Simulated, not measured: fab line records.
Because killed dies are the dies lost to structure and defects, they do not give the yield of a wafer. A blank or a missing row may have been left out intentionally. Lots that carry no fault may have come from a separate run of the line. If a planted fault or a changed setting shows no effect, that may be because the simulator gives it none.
Matching of chambers    flow n5_finfet    rie_diel-02 running N5_MOL_CONTACT_COAG_STRIP_98: 4 sister chambers
The step strips in N2/H2. 8 wafers are shown with their chamber, then 11 later ones without.

## WAFERS WITH THEIR CHAMBER
wafer   chamber  drypump_motor_current_A (A)  throttle_valve_pct (%)
L077.1  2        5.5                          18.62
L077.6  1        4.7                          18.93
L080.3  3        5.1                          18.62
L080.6  1        4.7                          18.98
L085.1  0        5.7                          19.52
L085.2  2        5.5                          18.66
L085.3  3        5.1                          18.64
L086.1  0        5.6                          19.56

## WAFERS WHOSE CHAMBER IS MISSING
wafer   drypump_motor_current_A (A)  throttle_valve_pct (%)
L086.2  4.7                          18.99
L086.3  5.1                          18.65
L086.4  5.5                          18.65
L086.5  5.6                          19.53
L086.6  4.7                          19.00
L090.2  4.6                          18.95
L090.3  5.1                          18.66
L090.4  5.5                          18.67
L093.1  4.7                          18.99
L093.3  5.5                          18.70
L093.6  5.1                          18.69

## WHICH CHAMBER EACH ONE RAN IN
wafer   from the rows above  in truth
L086.2  1                    1
L086.3  3                    3
L086.4  2                    2
L086.5  0                    0
L086.6  1                    1
L090.2  1                    1
L090.3  3                    3
L090.4  2                    2
L093.1  1                    1
L093.3  2                    2
L093.6  3                    3
Correctly placed: 11 of 11. Number that these rows cannot place: 0. Wrongly placed: 0.
How it was worked out, from the rows above alone: a wafer's distance from a chamber is the root of the sum, over the readings, of the square of ((its reading less the chamber's mean) divided by the reading's scatter). The wafer belongs to the nearest chamber; if the next one is less than 2 further off, it can't be placed. Each chamber's mean is taken over the wafers shown for it. The scatter: the root of (the sum of the squares of (reading less its chamber's mean) over the shown wafers, divided by (wafers less chambers)).
